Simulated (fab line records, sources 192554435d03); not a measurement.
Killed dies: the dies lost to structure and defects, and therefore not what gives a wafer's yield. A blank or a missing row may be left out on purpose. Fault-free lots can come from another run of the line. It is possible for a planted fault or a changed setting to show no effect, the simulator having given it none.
fab line records    flow n5-finfet
record: lots: 11  wafers: 33  last-day: 17
route steps=1938 shown BEOL_M5@1173 BEOL_M6@1194 PASSIVATION@1936
lots that met no fault: from a run of the same line without faults
start-h: hours from the record's first day to the start of the lot's first wafer shown    wait-h: hours since the lot's step before    " the same as in the row above    L1.1+2: a row that stands for several wafers    - no value, or no start given    * or withheld: withheld    < > ~ a bound
route shown NAME@n: NAME is a module with steps in the file, n the number in the route of the first one    usual: the fault-free wafers' mean and standard deviation    same: alike in all rows    chamber/n: place in a boat    sites: the reading at each site    _std_site: the standard deviation of these    _edge_site: mean of outer sites minus mean of inner sites    radius-mm: how far each site lies from the wafer's centre    mask NAME#n: copy n    behind: tool/chamber where the wafer was last shaped    hold: cause of the lot's hold/its duration in hours/its outcome    device: transistor that didn't switch, given as n, p or np    end of line: tests of these same wafers at the route's end    a step without rows: its recipe alone    killed: not the wafer's yield, but the dies lost to structure and defects at the first sort    map: dies across one wafer; x = killed, . = not, _ = none there
set.NAME: the setting the step ran with; set.NAME@STEP: the setting that earlier step ran with    model.NAME: the simulator's own value behind a step, which no gauge read
the route's steps for a sample of lots (tables are steps, rows are wafers)
services: from which hour (start-h, from the record's first day; less than 0 if before it) a tool's chamber was out of use, for how many hours, and why
== steps ==
step: N5_BEOL_M5_SURFACE_TREAT_87
recipe: gas: Ar  time-s: *  ion-energy-ev: *  ion-current-ma-cm2: 0.5  pressure-mtorr: *  ar-flow-sccm: 30
usual: ar-flow-sccm: 30.00/0.087  throttle-valve-pct: *
lot.wafer  tool            chamber  start-h  wait-h  ar-flow-sccm  throttle-valve-pct
L423.2     pvd-sputter-02  -        169.96   0.4     29.97         *
L423.3     "               -        "        "       29.99         *
L423.4     "               -        "        "       29.99         *
L424.1     pvd-sputter-01  -        187.85   0.5     30.13         *
L424.4     "               -        "        "       29.89         *
L424.5     "               -        "        "       29.99         *
L425.3     pvd-sputter-02  -        194.22   0.3     29.94         *
L425.5     "               -        "        "       29.94         *
L425.6     "               -        "        "       30.04         *
L428.1     pvd-sputter-03  -        198.29   0.2     29.88         *
L428.4     "               -        "        "       30.09         *
L428.6     "               -        "        "       30.05         *
L431.1     pvd-sputter-03  -        224.79   0.2     30.04         *
L431.4     "               -        "        "       29.96         *
L431.6     "               -        "        "       30.00         *
L437.2     pvd-sputter-03  -        256.87   0.3     29.84         *
L437.5     "               -        "        "       29.98         *
L437.6     "               -        "        "       29.80         *
L442.1     pvd-sputter-02  -        283.46   0.1     30.10         *
L442.5     "               -        "        "       30.06         *
L442.6     "               -        "        "       30.03         *
L441.2     pvd-sputter-01  -        289.04   0.2     30.05         *
L441.4     "               -        "        "       29.94         *
L441.5     "               -        "        "       30.04         *
L443.1     pvd-sputter-02  -        303.89   0.2     29.89         *
L443.3     "               -        "        "       30.14         *
L443.4     "               -        "        "       29.93         *
L444.2     pvd-sputter-03  -        308.54   0.2     30.01         *
L444.4     "               -        "        "       30.11         *
L444.5     "               -        "        "       30.03         *
L445.1     pvd-sputter-01  -        313.00   0.2     30.10         *
L445.3     "               -        "        "       30.12         *
L445.6     "               -        "        "       29.97         *
step: N5_BEOL_M5_SPUTTER_48
recipe: material: Cu  target-thk-a: 150  temp-c: -20  chamber-pressure-pa: 0.07  power-w: withheld  time-s: 27.62
usual: susceptor-temp-C: -19.99/0.099  throttle-valve-pct: 30.2/0.88
lot.wafer  tool            chamber  start-h  wait-h  susceptor-temp-C  throttle-valve-pct
L423.2     pvd-sputter-01  -        171.67   1.4     -20.01            30.3
L423.3     "               -        "        "       -20.01            31.3
L423.4     "               -        "        "       -20.10            31.6
L424.1     pvd-sputter-03  -        188.12   0.1     -20.24            28.6
L424.4     "               -        "        "       -19.97            30.5
L424.5     "               -        "        "       -20.12            30.8
L425.3     pvd-sputter-02  -        194.46   0.1     -19.99            29.6
L425.5     "               -        "        "       -20.03            29.5
L425.6     "               -        "        "       -20.03            31.3
L428.1     pvd-sputter-03  -        198.86   0.3     -20.02            30.5
L428.4     "               -        "        "       -19.79            28.4
L428.6     "               -        "        "       -19.83            28.4
L431.1     pvd-sputter-03  -        225.09   0.2     -19.89            30.0
L431.4     "               -        "        "       -20.14            28.8
L431.6     "               -        "        "       -19.99            30.6
L437.2     pvd-sputter-02  -        257.13   0.1     -20.04            29.6
L437.5     "               -        "        "       -20.23            31.4
L437.6     "               -        "        "       -20.11            29.6
L442.1     pvd-sputter-03  -        283.68   0.1     -19.92            30.3
L442.5     "               -        "        "       -20.09            30.2
L442.6     "               -        "        "       -19.84            31.0
L441.2     pvd-sputter-02  -        289.28   0.1     -20.02            30.3
L441.4     "               -        "        "       -20.00            29.5
L441.5     "               -        "        "       -19.93            31.1
L443.1     pvd-sputter-02  -        304.13   0.1     -20.04            29.4
L443.3     "               -        "        "       -19.90            30.3
L443.4     "               -        "        "       -19.87            31.2
L444.2     pvd-sputter-02  -        308.82   0.2     -20.18            29.9
L444.4     "               -        "        "       -19.94            30.2
L444.5     "               -        "        "       -20.06            30.3
L445.1     pvd-sputter-02  -        313.24   0.1     -19.98            29.5
L445.3     "               -        "        "       -19.86            31.3
L445.6     "               -        "        "       -19.93            29.8
step: N5_BEOL_M5_CMP_52
recipe: stop-on: SiCOH_lowk  t-overpolish-s: 6.9  down-force-psi: 1  platen-rpm: 50  clearing-platen-down-force-psi: 1.5  clearing-platen-rpm: 50  post-cmp-clean: cu-alkaline  target-thk-nm: 62  clearing-platen-pad-velocity-m-s: 0.99484  pad-velocity-m-s: 0.99484
usual: barrier-field-endpoint-s: 24.4/0.56  motor-current-A: 6.3/0.78  overpolish-run-s: 6.899/0.0092  platen-rpm: 50.00/0.036  time-to-endpoint-s: 61.7/2.4
lot.wafer  tool    chamber  start-h  wait-h  barrier-field-endpoint-s  motor-current-A  overpolish-run-s  platen-rpm  time-to-endpoint-s
L423.4     cmp-02  1        176.56   0.2     25.3                      7.1              6.897             50.02       61.7
L423.3     "       2        "        "       25.4                      5.6              6.904             50.02       65.9
L423.2     "       3        "        "       25.0                      5.5              6.889             49.99       66.0
L424.4     cmp-02  0        193.64   0.8     24.3                      5.1              6.913             50.02       59.5
L424.1     "       3        "        "       24.2                      5.8              6.901             49.97       62.8
L424.5     "       1        "        "       24.6                      7.0              6.891             49.99       60.8
L425.3     cmp-02  1        199.37   0.2     24.9                      6.9              6.887             50.02       61.9
L425.6     "       0        "        "       25.2                      4.9              6.909             49.96       64.1
L425.5     "       1        "        "       25.2                      7.1              6.908             50.06       62.5
L428.1     cmp-02  1        203.71   0.3     23.6                      6.8              6.904             49.97       59.6
L428.4     "       2        "        "       25.2                      5.7              6.896             47.92       64.1
L428.6     "       2        "        "       25.2                      5.9              6.894             48.04       62.0
L431.4     cmp-02  1        229.94   0.1     24.6                      6.8              6.907             49.96       56.6
L431.1     "       0        "        "       24.3                      5.4              6.902             49.97       60.5
L431.6     "       2        "        "       26.2                      5.8              6.897             47.99       63.3
L437.2     cmp-04  1        262.01   0.2     24.3                      7.1              6.894             50.03       61.9
L437.6     "       0        "        "       25.1                      5.3              6.885             50.00       62.8
L437.5     "       1        "        "       24.2                      7.1              6.896             49.98       62.0
L442.1     cmp-04  3        288.81   0.4     24.0                      6.7              6.885             50.04       60.6
L442.5     "       3        "        "       24.4                      6.6              6.900             50.08       60.9
L442.6     "       0        "        "       24.8                      5.4              6.908             50.01       58.2
L441.4     cmp-02  0        294.99   0.9     24.1                      5.0              6.896             49.93       60.0
L441.2     "       3        "        "       23.8                      5.5              6.905             49.99       59.0
L441.5     "       1        "        "       24.1                      6.9              6.889             50.05       61.6
L443.4     cmp-04  1        309.01   0.2     24.1                      7.3              6.892             50.06       62.2
L443.3     "       2        "        "       24.5                      6.8              6.900             49.97       60.5
L443.1     "       3        "        "       23.7                      6.8              6.904             50.00       55.9
L444.2     cmp-01  0        313.76   0.3     24.1                      7.8              6.890             50.02       60.8
L444.4     "       3        "        "       24.4                      6.8              6.896             49.93       57.3
L444.5     "       1        "        "       24.4                      5.3              6.912             49.98       62.3
L445.3     cmp-04  3        318.22   0.3     24.5                      6.4              6.911             50.02       61.1
L445.1     "       0        "        "       24.1                      5.3              6.907             50.03       60.6
L445.6     "       1        "        "       25.1                      7.0              6.917             50.01       62.4
step: N5_BEOL_M6_ILD_DEP_00
recipe: material: SiCOH_lowk  target-thk-a: 1797.5  temp-c: 300  precursor: DEMS/porogen  pressure-torr: 5  rf-w: 500  time-s: 33.4
usual: heater-power-w: 309/41  showerhead-plenum-p-Torr: 5.750/0.011  susceptor-temp-C: 299.99/0.18  throttle-valve-pct: 13.5/0.6
lot.wafer  tool      chamber  start-h  wait-h  heater-power-w  showerhead-plenum-p-Torr  susceptor-temp-C  throttle-valve-pct
L423.2     pecvd-04  0        177.15   0.0     350             5.771                     300.20            13.6
L423.3     "         1        "        "       364             5.718                     300.06            12.8
L423.4     "         2        "        "       276             5.732                     300.13            14.3
L424.1     pecvd-04  2        194.34   0.0     243             5.752                     300.01            14.3
L424.4     "         1        "        "       339             5.746                     299.99            12.8
L424.5     "         0        "        "       315             5.759                     300.13            13.4
L425.3     pecvd-04  2        199.95   0.0     228             5.759                     299.87            14.3
L425.5     "         2        "        "       238             5.755                     300.21            14.4
L425.6     "         1        "        "       311             5.736                     300.18            12.6
L428.1     pecvd-03  1        204.32   0.0     295             5.764                     299.66            13.5
L428.4     "         1        "        "       308             5.752                     299.92            13.7
L428.6     "         0        "        "       261             5.757                     300.11            13.1
L431.1     pecvd-03  2        230.56   0.0     401             5.745                     300.01            13.2
L431.4     "         0        "        "       308             5.779                     299.63            13.1
L431.6     "         2        "        "       402             5.736                     300.02            13.0
L437.2     pecvd-04  0        262.59   0.0     354             5.760                     300.20            13.5
L437.5     "         2        "        "       245             5.733                     299.99            13.2
L437.6     "         0        "        "       280             5.759                     300.06            13.5
L442.1     pecvd-03  2        289.43   0.0     377             5.754                     299.74            13.4
L442.5     "         2        "        "       367             5.752                     300.35            13.1
L442.6     "         1        "        "       319             5.757                     299.59            13.7
L441.2     pecvd-04  0        295.66   0.0     309             5.749                     300.24            13.9
L441.4     "         0        "        "       330             5.771                     300.01            13.5
L441.5     "         1        "        "       341             5.740                     300.03            12.6
L443.1     pecvd-01  0        309.59   0.0     345             5.741                     300.10            14.7
L443.3     "         2        "        "       255             5.725                     300.11            13.2
L443.4     "         2        "        "       271             5.751                     299.99            13.5
L444.2     pecvd-04  1        314.38   0.0     360             5.756                     299.85            12.5
L444.4     "         0        "        "       318             5.761                     299.77            13.7
L444.5     "         2        "        "       281             5.746                     299.86            13.0
L445.1     pecvd-01  0        318.86   0.0     324             5.765                     299.92            14.9
L445.3     "         0        "        "       336             5.750                     300.11            14.8
L445.6     "         1        "        "       280             5.743                     300.29            13.7
step: N5_PASSIVATION_PROBE_49
usual: defect-limited-yield: 91.3/1.4  killed_at_M0_to_M3: 34/10  killed_at_M4_up: 13/4.8  killed-at-contacts: 12/6.1  killed-at-front-end: 40/11  killed-at-other: 3.7/2.8  killed-dies: 103/16  killed-open: 67/12  killed-short: 34/7.4  sort_bin_5_function: 5.1/0.95  sort_bin_6_memory: 3.2/0.62  sort-n-pass: 1077/16  sort-yield-pct: 91.3/1.4
same: gross-dies: 1180  killed-at-back-side: 0  sort_bin_4_leakage[%]: 0  sort_bin_8_speed[%]: 0
lot.wafer  tool       chamber  start-h  wait-h  defect-limited-yield[%]  killed_at_M0_to_M3  killed_at_M4_up  killed-at-contacts  killed-at-front-end  killed-at-other  killed-dies  killed-open  killed-short  sort_bin_5_function[%]  sort_bin_6_memory[%]  sort-n-pass  sort-yield-pct[%]
L424.1     prober-01  -        284.83   0.0     86.0                     46                  20               36                  57                   6                165          106          59            8.6                     5.2                   1015         86.0
L424.4     prober-01  -        284.98   0.2     90.2                     54                  11               16                  32                   3                116          75           37            5.9                     3.2                   1064         90.2
L424.5     prober-01  -        285.03   0.2     91.3                     45                  10               13                  27                   8                103          71           32            4.9                     3.6                   1077         91.3
L445.1     prober-02  -        410.92   0.0     88.4                     32                  18               15                  65                   7                137          87           49            7.2                     3.7                   1043         88.4
L445.3     prober-02  -        411.02   0.1     92.5                     23                  7                12                  42                   5                89           61           27            4.4                     2.8                   1091         92.5
L445.6     prober-02  -        411.17   0.3     90.3                     42                  9                7                   51                   6                115          72           42            5.3                     4.0                   1065         90.3
killed by level:class
L424.1 MOL_CONTACT_COAG:geometric-particle:open=31 FIN_SAQP:geometric-particle:short=18 BEOL_M0_SAQP:geometric-particle:open=16 BEOL_M0_SAQP:geometric-particle:short=11 FIN_SAQP:geometric-particle:open=10 BEOL_M4:geometric-particle:open=8 BEOL_M3:geometric-particle:open=7 MOL_CONTACT_COAG:geometric-particle:short=5
L424.4 BEOL_M0_SAQP:geometric-particle:short=14 BEOL_M0_SAQP:geometric-particle:open=14 FIN_SAQP:geometric-particle:open=11 MOL_CONTACT_COAG:geometric-particle:open=11 BEOL_M2:geometric-particle:open=9 BEOL_M1:geometric-particle:open=7 MOL_CONTACT_COAG:geometric-particle:short=5 BEOL_M0:geometric-particle:open=4
L424.5 BEOL_M2:geometric-particle:open=13 MOL_CONTACT_COAG:geometric-particle:open=12 BEOL_M0_SAQP:geometric-particle:open=9 BEOL_M0_SAQP:geometric-particle:short=8 BEOL_M1:geometric-particle:open=7 FIN_SAQP:geometric-particle:open=6 FIN_SAQP:geometric-particle:short=4 STARTING-WAFER:geometric-particle:short=4
L445.1 FIN_SAQP:geometric-particle:short=18 STI_FIN_REVEAL:geometric-particle:open=15 FIN_SAQP:geometric-particle:open=13 MOL_CONTACT_COAG:geometric-particle:open=10 BEOL_M1:geometric-particle:open=10 BEOL_M4:geometric-particle:open=10 BEOL_M0_SAQP:geometric-particle:short=8 GATE_CUT:geometric-particle:short=6
L445.3 STI_FIN_REVEAL:geometric-particle:open=12 MOL_CONTACT_COAG:geometric-particle:open=9 BEOL_M3:geometric-particle:open=6 FIN_SAQP:geometric-particle:short=5 BEOL_M0_SAQP:geometric-particle:short=5 BEOL_M1:geometric-particle:open=5 STI_FIN_REVEAL:geometric-particle:short=4 SPACER0:geometric-particle:open=4
L445.6 BEOL_M0_SAQP:geometric-particle:open=15 BEOL_M0_SAQP:geometric-particle:short=14 FIN_SAQP:geometric-particle:open=13 FIN_SAQP:geometric-particle:short=8 STI_FIN_REVEAL:geometric-particle:open=8 BEOL_M2:geometric-particle:open=8 GATE_CUT:geometric-particle:short=7 MOL_CONTACT_COAG:geometric-particle:open=6
== services ==
tool            chamber  start-h  hours  kind
pvd-sputter-02  -        153.37   1.0    repair
pecvd-01        -        154.03   5.5    pm
cmp-01          -        157.30   1.3    repair
cmp-04          -        159.52   1.4    repair
pvd-sputter-03  -        169.70   3.3    repair
cmp-04          -        171.25   1.6    repair
cmp-04          -        189.08   0.5    repair
pecvd-03        0        199.89   3.5    repair
cmp-04          -        200.94   6.7    repair
cmp-02          -        230.48   1.0    repair
cmp-02          -        264.59   5.4    pm
pecvd-03        -        268.76   0.7    repair
pecvd-03        -        270.53   0.7    repair
pecvd-03        2        273.06   3.7    repair
pecvd-01        1        289.93   18.0   repair
pecvd-01        0        293.05   6.1    repair
cmp-04          -        295.51   4.1    repair
cmp-02          -        296.11   2.5    repair
pvd-sputter-01  -        300.26   1.2    repair
pecvd-03        -        307.08   2.8    pm
cmp-04          -        309.66   4.0    pm
pecvd-01        2        315.64   3.9    repair
cmp-02          -        316.20   11.3   repair
pecvd-01        -        318.23   0.4    repair
== key ==
first-sign: step: N5_BEOL_M5_CMP_52  reading: platen-rpm  direction: down  sigmas: 55  usual: 50.00  struck: 47.99
effect none on later readings
met-at N5_BEOL_M5_CMP_52
struck-lots L428,L431
struck-wafers L428.4,L428.6,L431.6
not-acting-at N5_BEOL_M5_SURFACE_TREAT_87,N5_BEOL_M5_SPUTTER_48,N5_BEOL_M6_ILD_DEP_00
onset-between 176.56 203.71
fault: kind: process-parameter-drift  tool: cmp-02  chamber: 2  onset-h: 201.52  steps: N5_BEOL_M5_CMP_52  channel: platen-rpm  offset: -2  shape: step  end-h: 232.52  acts-in: these-recipes-only  stated: 50
